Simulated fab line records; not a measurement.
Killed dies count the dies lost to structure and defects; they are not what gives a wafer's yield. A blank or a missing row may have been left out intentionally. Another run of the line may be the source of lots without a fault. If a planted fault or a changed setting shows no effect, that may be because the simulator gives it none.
Chamber matching ; flow n5Finfet ; N5_BEOL_M4_DEP_57 on pecvd-02 has 3 sister chambers
The step deposits SiCN from 3MS/NH3, target thk 8 nm, time 14 s. 3 wafers are shown with their chamber, then 11 later ones without.

## WAFERS PAIRED WITH THEIR CHAMBERS
wafer;chamber;throttleValvePct (%)
L086.5;2;9.0
L087.5;1;9.5
L088.1;0;9.8

## WAFERS WITH NO CHAMBER GIVEN
wafer;throttleValvePct (%)
L088.3;9.0
L088.6;9.4
L091.2;9.7
L091.3;9.4
L091.5;9.1
L092.2;9.4
L092.4;8.8
L092.5;9.3
L093.1;9.1
L093.5;10.1
L093.6;9.6

## WHICH CHAMBER EACH ONE RAN IN
wafer;from the rows above;in truth
L088.3;2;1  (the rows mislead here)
L088.6;1;1
L091.2;can't be placed: 0 or 1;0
L091.3;1;1
L091.5;2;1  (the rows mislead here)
L092.2;1;1
L092.4;2;2
L092.5;can't be placed: 1 or 2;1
L093.1;2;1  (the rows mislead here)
L093.5;0;0
L093.6;can't be placed: 1 or 0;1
Correct placement for 5 of the 11. From these rows, 3 cannot be placed; in 3 the true chamber is one of the candidates. 3 placed wrongly.
How it was worked out, from the rows above alone: a wafer's distance from a chamber is the root of the sum, over the readings, of the square of ((its reading less the chamber's mean) divided by the reading's scatter). The wafer belongs to the nearest chamber; if the next one is less than 2 further off, it can't be placed. For every chamber, the mean is computed from those of its wafers that are shown. The scatter: with one shown wafer a chamber, the root of the mean of the squares of how far each hidden wafer lies from its nearest shown one.
